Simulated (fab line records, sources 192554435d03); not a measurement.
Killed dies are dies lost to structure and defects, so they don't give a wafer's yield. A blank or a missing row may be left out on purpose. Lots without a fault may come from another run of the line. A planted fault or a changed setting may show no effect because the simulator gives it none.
fab line records | flow n5_finfet
record lots=5 wafers=15 last_day=17
route steps=1938 shown FIN_SAQP@131 BEOL_M4@1111 PASSIVATION@1936
lots that met no fault: from a run of the same line without faults
start_h: hours from the record's first day to the start of the lot's first wafer shown | wait_h: hours since the lot's step before | " the same as in the row above | L1.1+2: a row that stands for several wafers | - no value, or no start given | * or withheld: withheld | < > ~ a bound
route shown NAME@n: a module of which the file shows steps, and the number in the route of the first | usual: mean/standard deviation of fault-free wafers | same: alike in all rows | chamber/n: place in a boat | sites: the reading at each site | _std_site: their standard deviation | _edge_site: outer sites' mean less inner sites' | radius_mm: how far each site lies from the wafer's centre | mask NAME#n: copy n | behind: the tool/chamber that last shaped the wafer | hold: why the lot was held/for how many hours/how that ended | device: the transistor (n, p or np) that didn't switch | end of line: the same wafers' tests at the end of the route | a step without rows: its recipe alone | killed: dies lost to structure and defects at the first sort, not the wafer's yield | map: a wafer's dies, x killed, . not, _ none there
set.NAME: the setting as run; set.NAME@STEP: as run at that earlier step | model.NAME: the simulator's own value behind a step, which no gauge read
lots at some steps of the route; a table a step, a row a wafer
services: from which hour (start_h, from the record's first day; less than 0 if before it) a tool's chamber was out of use, for how many hours, and why
## steps
# step N5_FIN_SAQP_MANDREL_ETCH_58
# recipe chemistry=HBr/Cl2 target=a-Si target_depth_a=450 bt_time_s=10 stop_on=SiNx mask_material=SiO2 over_etch_frac=0.8 time_s=27 pressure_mtorr=10 icp_w=800 bias_w=75 HBr_flow_sccm=150 Cl2_flow_sccm=80 ends=end_point
# step N5_FIN_SAQP_RECESS_63
# recipe chemistry=HF/NH3 target=SiO2 target_depth_a=180 afs_cycles=3 temp_c=30 sublimation_temp_c=180 sublimation_time_s=60
# step N5_FIN_SAQP_COAT_68
# recipe resist=SOC temp_c=250 time_s=60 spin_rpm=1500 resist_thk_nm=100
# step N5_FIN_SAQP_ETCH_69
# recipe chemistry=N2/H2 target=SOC target_depth_a=1500 stop_on=SiNx ion_energy_ev=100 bias_w=61 pressure_mtorr=30 source_w=850 n2_flow_sccm=200 h2_flow_sccm=200
# step N5_FIN_SAQP_ETCH_67
# recipe chemistry=CH3F/O2 target=SiNx target_depth_a=300 mask_material=SOC pressure_mtorr=30 source_w=395 bias_w=73 Ar_flow_sccm=150 CH3F_flow_sccm=30 O2_flow_sccm=20 ion_energy_ev=120
# step N5_FIN_SAQP_STRIP_70
# recipe chemistry=N2/H2 power_w=500 temp_c=40 pressure_mtorr=50 rf_frequency_hz=6e+07 overash_fraction=0.3 bias_power_w=28 h2_frac=0.5 n2_flow_sccm=300 h2_flow_sccm=300
# step N5_FIN_SAQP_RECESS_71
# recipe chemistry=HF/NH3 target=SiO2 target_depth_a=30 afs_cycles=1 temp_c=30 sublimation_temp_c=180 sublimation_time_s=60
# step N5_FIN_SAQP_SPACER2_ALD_28
# recipe material=SiO2 target_thk_a=81 temp_c=300 ald_precursor_family=BDEAS ald_co_reactant=O2-plasma pulse_time_s=1 purge_time_s=2 co_reactant_purge_time_s=2 pressure_torr=2
# step N5_FIN_SAQP_SPACER2_ETCHBACK_29
# recipe chemistry=CHF3/O2 mode=anisotropic_etchback target=SiO2 target_depth_a=122 time_s=6.1 pressure_mtorr=30 source_w=650 bias_w=170 Ar_flow_sccm=200 CHF3_flow_sccm=50 O2_flow_sccm=5 ion_energy_ev=200
# step N5_FIN_SAQP_MANDREL2_REMOVE_60
# recipe chemistry=HBr/Cl2/O2 bt_time_s=10 target=a-Si stop_on=SiNx endpoint=OES-SiCl over_etch_frac=1 icp_w=600 bias_w=22 HBr_flow_sccm=150 Cl2_flow_sccm=80 O2_flow_sccm=5 pressure_mtorr=10
# step N5_FIN_SAQP_HM_OPEN_33
# recipe chemistry=CH3F/O2 target=SiNx mask_material=SiO2 target_depth_a=494 time_s=70.6 pressure_mtorr=30 source_w=395 bias_w=73 Ar_flow_sccm=150 CH3F_flow_sccm=30 O2_flow_sccm=20 ion_energy_ev=120 ends=cleared
# step N5_FIN_SAQP_ETCH_34
# recipe chemistry=C4F6/O2 target=SiO2 target_depth_a=450 time_s=15 ion_energy_ev=250 pressure_mtorr=30 source_w=345 bias_w=185 Ar_flow_sccm=300 C4F6_flow_sccm=10 O2_flow_sccm=10 ends=cleared
# usual C4F6_flow_sccm=9.998/0.029 O2_flow_sccm=10.00/0.031 bias_w=185.1/0.59 drypump_motor_current_A=5.6/0.5 etch_rf_on_time_s=15.01/0.28 oes_product_au=0.67/0.064 rf_vpp_V=659/10 showerhead_plenum_p_Torr=2.84/0.099 throttle_valve_pct=21.15/0.25
# columns lot.wafer tool chamber start_h wait_h C4F6_flow_sccm O2_flow_sccm bias_w drypump_motor_current_A etch_rf_on_time_s oes_product_au rf_hours_counter_h rf_vpp_V showerhead_plenum_p_Torr throttle_valve_pct model.SiNx_of_FIN_SAQP_HM_DEP_03.thk_nm
L442.1 rie_diel-04 2 38.83 0.0 9.979 9.96 185.6 6.3 14.83 0.80 14 653 2.82 21.33 33.8
L442.5 " 1 " " 9.993 9.98 184.9 5.9 14.98 0.67 - 667 2.72 20.71 34.8
L442.6 " 2 " " 10.005 10.00 185.8 6.3 14.75 0.80 - 655 2.82 21.31 34.8
L453.1 rie_diel-04 0 105.91 0.0 - - - - - - - - - - 37.2
L453.3 " 2 " " - - - - - - - - - - 37.4
L453.6 " 1 " " - - - - - - - - - - 38
L454.1 rie_diel-06 3 110.72 0.0 - - - - - - - - - - 36
L454.2 " 2 " " - - - - - - - - - - 36.8
L454.6 " 0 " " - - - - - - - - - - 37.4
L455.3 rie_diel-06 3 116.65 0.0 - - - - - - - - - - 37.6
L455.4 " 0 " " - - - - - - - - - - 38.6
L455.5 " 0 " " - - - - - - - - - - 38
L462.1 rie_diel-05 2 158.21 0.0 10.001 10.00 185.4 5.4 15.32 0.75 42 664 2.98 20.68 34.4
L462.2 " 1 " " 10.005 10.00 184.3 5.1 15.20 0.77 30 655 2.80 20.99 34.8
L462.4 " 3 " " 9.992 10.01 185.9 6.4 15.44 0.59 227 644 2.70 21.09 34.2
# step N5_FIN_SAQP_STRIP_77
# recipe chemistry=N2/H2 time_s=90 power_w=100 temp_c=40 pressure_mtorr=100 rf_frequency_hz=6e+07 bias_power_w=3 n2_flow_sccm=300 h2_flow_sccm=300
# step N5_FIN_SAQP_HM_CD_35
# recipe target_cd_nm=8 polarity=line
# usual cd_nm=8.13/0.25
# columns lot.wafer tool chamber start_h wait_h cd_nm
L442.1 cd_sem-02 - 38.97 0.1 8.01
L442.5 " - " " 8.15
L442.6 " - " " 7.99
L453.1 cd_sem-02 - 106.06 0.1 -
L453.3 " - " " -
L453.6 " - " " -
L454.1 cd_sem-03 - 110.87 0.1 -
L454.2 " - " " -
L454.6 " - " " -
L455.3 cd_sem-01 - 116.80 0.1 -
L455.4 " - " " -
L455.5 " - " " -
L462.1 cd_sem-03 - 158.36 0.1 8.01
L462.2 " - " " 8.22
L462.4 " - " " 7.83
# step N5_FIN_SAQP_ETCH_64
# recipe chemistry=CF4 target=SiO2 target_depth_a=15 ion_energy_ev=350 pressure_mtorr=10 icp_w=800 bias_w=400 cf4_flow_sccm=80
# step N5_FIN_SAQP_FIN_ETCH_36
# recipe chemistry=HBr/Cl2/O2 target_depth_a=1200 mask_material=SiNx time_s=50.4 bias_w=102 pressure_mtorr=10 icp_w=800 HBr_flow_sccm=150 Cl2_flow_sccm=80 O2_flow_sccm=12
# step N5_FIN_SAQP_CD_MEAS_37
# recipe target_cd_nm=8 polarity=line
# usual cd_nm=8.24/0.26
# columns lot.wafer tool chamber start_h wait_h cd_nm
L442.1 cd_sem-03 - 39.16 0.1 8.04
L442.5 " - " " 8.66
L442.6 " - " " 8.35
L453.1 cd_sem-02 - 106.25 0.1 -
L453.3 " - " " -
L453.6 " - " " -
L454.1 cd_sem-01 - 111.06 0.1 -
L454.2 " - " " -
L454.6 " - " " -
L455.3 cd_sem-03 - 116.99 0.1 -
L455.4 " - " " -
L455.5 " - " " -
L462.1 cd_sem-02 - 158.55 0.1 7.76
L462.2 " - " " 8.19
L462.4 " - " " 7.90
# step N5_FIN_SAQP_PRECLEAN_38
# recipe chemistry=O3/DIW time_s=45 temp_c=22 o3_ppm=10
# step N5_FIN_SAQP_PRECLEAN_45
# recipe chemistry=dHF time_s=10 dilution=500:1 temp_c=25
# columns lot.wafer tool chamber start_h wait_h model.SiNx_of_FIN_SAQP_HM_DEP_03.thk_nm
L442.1 wet_bench-02 3 39.22 0.0 21
L442.5 " 7 " " 21.4
L442.6 " 5 " " 21.2
L453.1 wet_bench-01 6 106.32 0.0 23.8
L453.3 " 4 " " 24.4
L453.6 " 5 " " 24.6
L454.1 wet_bench-01 1 111.13 0.0 22.8
L454.2 " 7 " " 23.2
L454.6 " 4 " " 23.8
L455.3 wet_bench-01 4 117.06 0.0 23.8
L455.4 " 5 " " 25.8
L455.5 " 1 " " 24.4
L462.1+2 wet_bench-02 6,7 158.61 0.0 21.2
L462.4 " 1 " " 21.4
# step N5_FIN_SAQP_SRD_39
# recipe dry=ipa_marangoni time_s=30 temp_c=23 rinse_liquid=diw
# step N5_FIN_SAQP_OCD_MEAS_76
# usual trench_depth_nm=119.5/2.2
# columns lot.wafer tool chamber start_h wait_h trench_depth_nm
L442.1 ocd-01 - 39.26 0.0 117.1
L442.5 " - " " 121.3
L442.6 " - " " 120.7
L453.1 ocd-01 - 106.39 0.0 0.0
L453.3 " - " " 0.2
L453.6 " - " " 0
L454.1 ocd-01 - 111.19 0.0 0
L454.2 " - " " 0
L454.6 " - " " 0
L455.3 ocd-01 - 117.12 0.0 0
L455.4 " - " " 0
L455.5 " - " " 0
L462.1 ocd-02 - 158.65 0.0 120.2
L462.2 " - " " 121.2
L462.4 " - " " 116.6
# step N5_BEOL_M4_RC_MEAS_101
# usual DIBL_N=36.2/1.7 DIBL_P=36.6/1.9 IOFF_N=0.16/0.032 IOFF_P=0.21/0.037 ION_N=675/12 ION_P=460/8.1 SS_N=71.4/0.58 SS_P=73.4/0.64 VT_N=249/3.2 VT_P=-252/3.4
# columns lot.wafer tool chamber start_h wait_h DIBL_N[mV/V] DIBL_P[mV/V] IOFF_N[nA/um] IOFF_P[nA/um] ION_N[uA/um] ION_P[uA/um] SS_N[mV/dec] SS_P[mV/dec] VT_N[mV] VT_P[mV]
L442.1 prober-01 0 178.28 0.0 37.4 37.4 0.17 0.24 686 473 71.9 73.6 250 -249
L442.5 " 0 " " 37.5 38.0 0.19 0.25 680 467 71.8 73.3 250 -246
L442.6 " 0 " " 39.0 38.8 0.21 0.27 681 465 72.2 74.1 247 -247
L462.1 prober-01 0 295.32 0.0 36.2 35.8 0.16 0.21 677 464 71.4 73.6 249 -250
L462.2 " 0 " " 36.2 35.8 0.17 0.20 673 459 71.5 73.6 245 -253
L462.4 " 0 " " 34.5 33.9 0.13 0.17 662 458 70.9 72.6 254 -251
# step N5_PASSIVATION_PROBE_49
# usual defect_limited_yield=91.3/1.5 killed_at_M0_to_M3=35/10 killed_at_M4_up=12/4.6 killed_at_contacts=13/6.6 killed_at_front_end=39/11 killed_at_other=4/3.4 killed_dies=103/17 killed_on_rim=14/4.1 killed_open=67/13 killed_short=35/8.2 sort_bin_5_function=5.1/0.94 sort_bin_6_memory=3.2/0.7 sort_n_pass=1077/17 sort_yield_pct=91.3/1.5
# same gross_dies=1180 killed_at_back_side=0 sort_bin_4_leakage[%]=0 sort_bin_8_speed[%]=0
# columns lot.wafer tool chamber start_h wait_h defect_limited_yield[%] killed_at_M0_to_M3 killed_at_M4_up killed_at_contacts killed_at_front_end killed_at_other killed_dies killed_on_rim killed_open killed_short sort_bin_5_function[%] sort_bin_6_memory[%] sort_n_pass sort_yield_pct[%]
L442.1 prober-01 - 281.63 0.0 94.7 19 3 6 26 9 63 12 42 21 3.0 2.2 1117 94.7
L442.5 prober-01 - 281.83 0.2 90.5 44 0 2 63 3 112 15 70 40 5.3 3.8 1068 90.5
L442.6 prober-01 - 281.88 0.3 94.6 17 6 6 29 6 64 7 41 22 3.4 1.9 1116 94.6
L453.1 prober-01 - 342.96 0.0 0 26 16 3 1128 7 1180 152 60 34 96.9 3.0 0 0
L453.3 prober-01 - 343.06 0.1 0 31 8 10 1126 5 1180 152 54 41 96.9 2.5 0 0
L453.6 prober-01 - 343.21 0.3 0 35 4 8 1127 6 1180 152 51 26 96.7 3.1 0 0
L454.1 prober-02 - 347.07 0.0 0 50 17 10 1102 1 1180 152 77 39 96.3 3.3 0 0
L454.2 prober-02 - 347.12 0.1 0 36 9 13 1122 0 1180 152 74 29 96.9 2.7 0 0
L454.6 prober-02 - 347.32 0.3 0 26 18 13 1120 3 1180 152 66 40 96.3 3.3 0 0
L455.3 prober-02 - 352.80 0.1 0 27 4 15 1127 7 1180 152 58 33 97.3 2.3 0 0
L455.4 prober-02 - 352.85 0.2 0 37 10 11 1114 8 1180 152 59 39 96.9 2.5 0 0
L455.5 prober-02 - 352.90 0.2 0 34 7 12 1119 8 1180 152 57 33 97.0 2.7 0 0
L462.1 prober-02 - 397.35 0.0 90.9 25 16 19 41 6 107 12 78 29 5.3 3.5 1073 90.9
L462.2 prober-02 - 397.40 0.1 91.3 37 11 13 39 3 103 10 57 43 5.3 3.1 1077 91.3
L462.4 prober-02 - 397.50 0.2 90.3 35 16 11 43 10 115 22 63 50 5.6 3.7 1065 90.3
# killed by level:class
L442.1 BEOL_M0_SAQP:geometric_particle:open=8 STI_FIN_REVEAL:geometric_particle:open=8 GATE_CUT:geometric_particle:short=5 MOL_CONTACT_COAG:geometric_particle:open=5 DUMMY_GATE:geometric_particle:open=4 BEOL_M2:geometric_particle:open=4 FIN_SAQP:geometric_particle:short=2 STI_FIN_REVEAL:geometric_particle:short=2
L442.5 STI_FIN_REVEAL:geometric_particle:open=21 BEOL_M0_SAQP:geometric_particle:open=11 BEOL_M0_SAQP:geometric_particle:short=11 FIN_SAQP:geometric_particle:short=9 BEOL_M2:geometric_particle:open=9 GATE_CUT:geometric_particle:short=8 BEOL_M1:geometric_particle:open=8 FIN_SAQP:geometric_particle:open=6
L442.6 STI_FIN_REVEAL:geometric_particle:open=6 ILD0:geometric_particle:short=6 MOL_CONTACT_COAG:geometric_particle:open=5 BEOL_M0_SAQP:geometric_particle:open=5 BEOL_M0_SAQP:geometric_particle:short=5 STARTING-WAFER:geometric_particle:open=4 GATE_CUT:geometric_particle:short=3 FIN_SAQP:geometric_particle:short=2
L453.1 FIN_SAQP:area_etch=1086 FIN_SAQP:geometric_particle:short=12 FIN_SAQP:geometric_particle:open=9 BEOL_M0:geometric_particle:open=6 BEOL_M2:geometric_particle:open=6 DUMMY_GATE:geometric_particle:open=5 BEOL_M1:geometric_particle:open=5 STARTING-WAFER:geometric_particle:open=3
L453.3 FIN_SAQP:area_etch=1085 FIN_SAQP:geometric_particle:short=11 BEOL_M2:geometric_particle:open=9 FIN_SAQP:geometric_particle:open=8 MOL_CONTACT_COAG:geometric_particle:open=7 BEOL_M3:geometric_particle:open=6 STARTING-WAFER:geometric_particle:open=6 STI_FIN_REVEAL:geometric_particle:open=5
L453.6 FIN_SAQP:area_etch=1102 BEOL_M2:geometric_particle:open=15 FIN_SAQP:geometric_particle:short=7 MOL_CONTACT_COAG:geometric_particle:open=6 DUMMY_GATE:geometric_particle:open=4 BEOL_M0_SAQP:geometric_particle:open=4 BEOL_M0:geometric_particle:open=4 STI_FIN_REVEAL:geometric_particle:open=3
L454.1 FIN_SAQP:area_etch=1063 BEOL_M2:geometric_particle:open=12 BEOL_M0_SAQP:geometric_particle:short=12 BEOL_M0_SAQP:geometric_particle:open=9 FIN_SAQP:geometric_particle:open=8 MOL_CONTACT_COAG:geometric_particle:open=8 FIN_SAQP:geometric_particle:short=6 DUMMY_GATE:geometric_particle:open=6
L454.2 FIN_SAQP:area_etch=1076 BEOL_M2:geometric_particle:open=13 STI_FIN_REVEAL:geometric_particle:open=11 MOL_CONTACT_COAG:geometric_particle:open=11 FIN_SAQP:geometric_particle:short=8 BEOL_M3:geometric_particle:open=7 FIN_SAQP:geometric_particle:open=6 BEOL_M0_SAQP:geometric_particle:open=5
L454.6 FIN_SAQP:area_etch=1074 FIN_SAQP:geometric_particle:short=12 STI_FIN_REVEAL:geometric_particle:open=8 MOL_CONTACT_COAG:geometric_particle:open=8 FIN_SAQP:geometric_particle:open=7 FIN_CUT:geometric_particle:open=6 BEOL_M5:geometric_particle:open=6 MOL_CONTACT_COAG:geometric_particle:short=5
L455.3 FIN_SAQP:area_etch=1089 FIN_SAQP:geometric_particle:short=15 MOL_CONTACT_COAG:geometric_particle:open=14 FIN_SAQP:geometric_particle:open=9 BEOL_M2:geometric_particle:open=9 DUMMY_GATE:geometric_particle:open=6 BEOL_M0_SAQP:geometric_particle:short=5 MIM_TOP_ETCH:geometric_particle:open=4
L455.4 FIN_SAQP:area_etch=1082 MOL_CONTACT_COAG:geometric_particle:open=8 GATE_CUT:geometric_particle:short=7 BEOL_M3:geometric_particle:open=7 BEOL_M0_SAQP:geometric_particle:short=6 DUMMY_GATE:geometric_particle:open=5 GATE_CUT:geometric_particle:open=5 BEOL_M0_SAQP:geometric_particle:open=5
L455.5 FIN_SAQP:area_etch=1090 MOL_CONTACT_COAG:geometric_particle:open=11 BEOL_M3:geometric_particle:open=7 BEOL_M2:geometric_particle:open=7 BEOL_M0_SAQP:geometric_particle:short=6 FIN_SAQP:geometric_particle:short=5 BEOL_M1:geometric_particle:open=5 STARTING-WAFER:geometric_particle:short=5
L462.1 MOL_CONTACT_COAG:geometric_particle:open=16 FIN_SAQP:geometric_particle:open=10 STI_FIN_REVEAL:geometric_particle:open=8 DUMMY_GATE:geometric_particle:open=5 GATE_CUT:geometric_particle:short=5 BEOL_M2:geometric_particle:open=5 BEOL_M5:geometric_particle:open=5 BEOL_M0_SAQP:geometric_particle:short=4
L462.2 BEOL_M0_SAQP:geometric_particle:open=10 MOL_CONTACT_COAG:geometric_particle:open=9 BEOL_M0_SAQP:geometric_particle:short=9 GATE_CUT:geometric_particle:short=7 BEOL_M2:geometric_particle:open=6 GATE_CUT:geometric_particle:open=5 FIN_SAQP:geometric_particle:short=4 DUMMY_GATE:geometric_particle:short=4
L462.4 GATE_CUT:geometric_particle:short=16 BEOL_M0_SAQP:geometric_particle:short=10 MOL_CONTACT_COAG:geometric_particle:open=9 BEOL_M2:geometric_particle:open=7 PASS1_CAP:geometric_particle:open=7 STI_FIN_REVEAL:geometric_particle:open=6 STARTING-WAFER:geometric_particle:short=6 BEOL_M4:geometric_particle:open=5
# map L453.1 (x killed, . not)
_________________xxxxxxxxxxxx________________
______________xxxxxxxxxxxxxxxxxx_____________
___________xxxxxxxxxxxxxxxxxxxxxxxx__________
__________xxxxxxxxxxxxxxxxxxxxxxxxxx_________
________xxxxxxxxxxxxxxxxxxxxxxxxxxxxxx_______
_______xxxxxxxxxxxxxxxxxxxxxxxxxxxxxxxx______
______xxxxxxxxxxxxxxxxxxxxxxxxxxxxxxxxxx_____
_____xxxxxxxxxxxxxxxxxxxxxxxxxxxxxxxxxxxx____
____xxxxxxxxxxxxxxxxxxxxxxxxxxxxxxxxxxxxxx___
___xxxxxxxxxxxxxxxxxxxxxxxxxxxxxxxxxxxxxxxx__
___xxxxxxxxxxxxxxxxxxxxxxxxxxxxxxxxxxxxxxxx__
__xxxxxxxxxxxxxxxxxxxxxxxxxxxxxxxxxxxxxxxxxx_
__xxxxxxxxxxxxxxxxxxxxxxxxxxxxxxxxxxxxxxxxxx_
_xxxxxxxxxxxxxxxxxxxxxxxxxxxxxxxxxxxxxxxxxxxx
_xxxxxxxxxxxxxxxxxxxxxxxxxxxxxxxxxxxxxxxxxxxx
_xxxxxxxxxxxxxxxxxxxxxxxxxxxxxxxxxxxxxxxxxxxx
_xxxxxxxxxxxxxxxxxxxxxxxxxxxxxxxxxxxxxxxxxxxx
_xxxxxxxxxxxxxxxxxxxxxxxxxxxxxxxxxxxxxxxxxxxx
_xxxxxxxxxxxxxxxxxxxxxxxxxxxxxxxxxxxxxxxxxxxx
_xxxxxxxxxxxxxxxxxxxxxxxxxxxxxxxxxxxxxxxxxxxx
_xxxxxxxxxxxxxxxxxxxxxxxxxxxxxxxxxxxxxxxxxxxx
__xxxxxxxxxxxxxxxxxxxxxxxxxxxxxxxxxxxxxxxxxx_
__xxxxxxxxxxxxxxxxxxxxxxxxxxxxxxxxxxxxxxxxxx_
___xxxxxxxxxxxxxxxxxxxxxxxxxxxxxxxxxxxxxxxx__
___xxxxxxxxxxxxxxxxxxxxxxxxxxxxxxxxxxxxxxxx__
____xxxxxxxxxxxxxxxxxxxxxxxxxxxxxxxxxxxxxx___
_____xxxxxxxxxxxxxxxxxxxxxxxxxxxxxxxxxxxx____
______xxxxxxxxxxxxxxxxxxxxxxxxxxxxxxxxxx_____
_______xxxxxxxxxxxxxxxxxxxxxxxxxxxxxxxx______
________xxxxxxxxxxxxxxxxxxxxxxxxxxxxxx_______
__________xxxxxxxxxxxxxxxxxxxxxxxxxx_________
___________xxxxxxxxxxxxxxxxxxxxxxxx__________
______________xxxxxxxxxxxxxxxxxx_____________
_________________xxxxxxxxxxxx________________
# map L454.1 (x killed, . not)
_________________xxxxxxxxxxxx________________
______________xxxxxxxxxxxxxxxxxx_____________
___________xxxxxxxxxxxxxxxxxxxxxxxx__________
__________xxxxxxxxxxxxxxxxxxxxxxxxxx_________
________xxxxxxxxxxxxxxxxxxxxxxxxxxxxxx_______
_______xxxxxxxxxxxxxxxxxxxxxxxxxxxxxxxx______
______xxxxxxxxxxxxxxxxxxxxxxxxxxxxxxxxxx_____
_____xxxxxxxxxxxxxxxxxxxxxxxxxxxxxxxxxxxx____
____xxxxxxxxxxxxxxxxxxxxxxxxxxxxxxxxxxxxxx___
___xxxxxxxxxxxxxxxxxxxxxxxxxxxxxxxxxxxxxxxx__
___xxxxxxxxxxxxxxxxxxxxxxxxxxxxxxxxxxxxxxxx__
__xxxxxxxxxxxxxxxxxxxxxxxxxxxxxxxxxxxxxxxxxx_
__xxxxxxxxxxxxxxxxxxxxxxxxxxxxxxxxxxxxxxxxxx_
_xxxxxxxxxxxxxxxxxxxxxxxxxxxxxxxxxxxxxxxxxxxx
_xxxxxxxxxxxxxxxxxxxxxxxxxxxxxxxxxxxxxxxxxxxx
_xxxxxxxxxxxxxxxxxxxxxxxxxxxxxxxxxxxxxxxxxxxx
_xxxxxxxxxxxxxxxxxxxxxxxxxxxxxxxxxxxxxxxxxxxx
_xxxxxxxxxxxxxxxxxxxxxxxxxxxxxxxxxxxxxxxxxxxx
_xxxxxxxxxxxxxxxxxxxxxxxxxxxxxxxxxxxxxxxxxxxx
_xxxxxxxxxxxxxxxxxxxxxxxxxxxxxxxxxxxxxxxxxxxx
_xxxxxxxxxxxxxxxxxxxxxxxxxxxxxxxxxxxxxxxxxxxx
__xxxxxxxxxxxxxxxxxxxxxxxxxxxxxxxxxxxxxxxxxx_
__xxxxxxxxxxxxxxxxxxxxxxxxxxxxxxxxxxxxxxxxxx_
___xxxxxxxxxxxxxxxxxxxxxxxxxxxxxxxxxxxxxxxx__
___xxxxxxxxxxxxxxxxxxxxxxxxxxxxxxxxxxxxxxxx__
____xxxxxxxxxxxxxxxxxxxxxxxxxxxxxxxxxxxxxx___
_____xxxxxxxxxxxxxxxxxxxxxxxxxxxxxxxxxxxx____
______xxxxxxxxxxxxxxxxxxxxxxxxxxxxxxxxxx_____
_______xxxxxxxxxxxxxxxxxxxxxxxxxxxxxxxx______
________xxxxxxxxxxxxxxxxxxxxxxxxxxxxxx_______
__________xxxxxxxxxxxxxxxxxxxxxxxxxx_________
___________xxxxxxxxxxxxxxxxxxxxxxxx__________
______________xxxxxxxxxxxxxxxxxx_____________
_________________xxxxxxxxxxxx________________
## services
# columns tool chamber start_h hours kind
rie_diel-05 2 16.26 - clean
rie_diel-05 2 16.26 - consumable_replace:focus_ring
rie_diel-05 2 16.26 - consumable_replace:showerhead
rie_diel-05 2 16.26 24.8 scheduled_down
rie_diel-05 2 16.26 24.8 vent_cycle
wet_bench-02 - 21.05 2.8 repair
rie_diel-05 1 50.04 5.8 repair
rie_diel-05 1 55.90 - clean
rie_diel-05 1 55.90 - consumable_replace:focus_ring
rie_diel-05 1 55.90 22.2 scheduled_down
rie_diel-05 1 55.90 22.2 vent_cycle
rie_diel-05 2 56.85 6.6 repair
rie_diel-04 3 62.88 3.4 repair
rie_diel-04 2 65.04 4.3 repair
rie_diel-05 3 70.68 31.9 repair
wet_bench-01 - 120.50 1.2 repair
rie_diel-06 3 149.23 - clean
rie_diel-06 3 149.23 - consumable_replace:focus_ring
rie_diel-06 3 149.23 - consumable_replace:showerhead
rie_diel-06 3 149.23 23.9 scheduled_down
rie_diel-06 3 149.23 23.9 vent_cycle
## key
first_sign step=N5_FIN_SAQP_ETCH_34 reading=tool_record direction=missing
effect step=N5_FIN_SAQP_HM_CD_35 reading=cd_nm direction=missing
effect step=N5_FIN_SAQP_CD_MEAS_37 reading=cd_nm direction=missing
effect step=N5_FIN_SAQP_OCD_MEAS_76 reading=trench_depth_nm direction=down sigmas=55 usual=119.5 struck=0.0
effect step=N5_PASSIVATION_PROBE_49 reading=sort_bin_5_function direction=up sigmas=98 usual=5.1 struck=96.8
model_effect step=N5_FIN_SAQP_ETCH_34 value=SiNx_of_FIN_SAQP_HM_DEP_03.thk_nm without=34.62 struck=37.44
model_effect step=N5_FIN_SAQP_PRECLEAN_45 value=SiNx_of_FIN_SAQP_HM_DEP_03.thk_nm without=21.22 struck=24.07
more_kills_born_at N5_FIN_SAQP_ETCH_34@rie_diel-06=6474 N5_FIN_SAQP_ETCH_34@rie_diel-04=3273
met_at N5_FIN_SAQP_ETCH_34
struck_wafers L453.1,L453.3,L453.6,L454.1,L454.2,L454.6,L455.3,L455.4,L455.5
later_rows_left_out L453.1,L453.3,L453.6,L454.1,L454.2,L454.6,L455.3,L455.4,L455.5
onset_between 38.83 105.91
fault kind=skipped_step_whole tool=rie_diel-04,rie_diel-06 chamber=- onset_h=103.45 steps=N5_FIN_SAQP_ETCH_34 scope=struck_lots_only
# later_rows_left_out: the simulator's readings of these wafers behind a module that went badly wrong aren't trusted and aren't shown, but for the sort
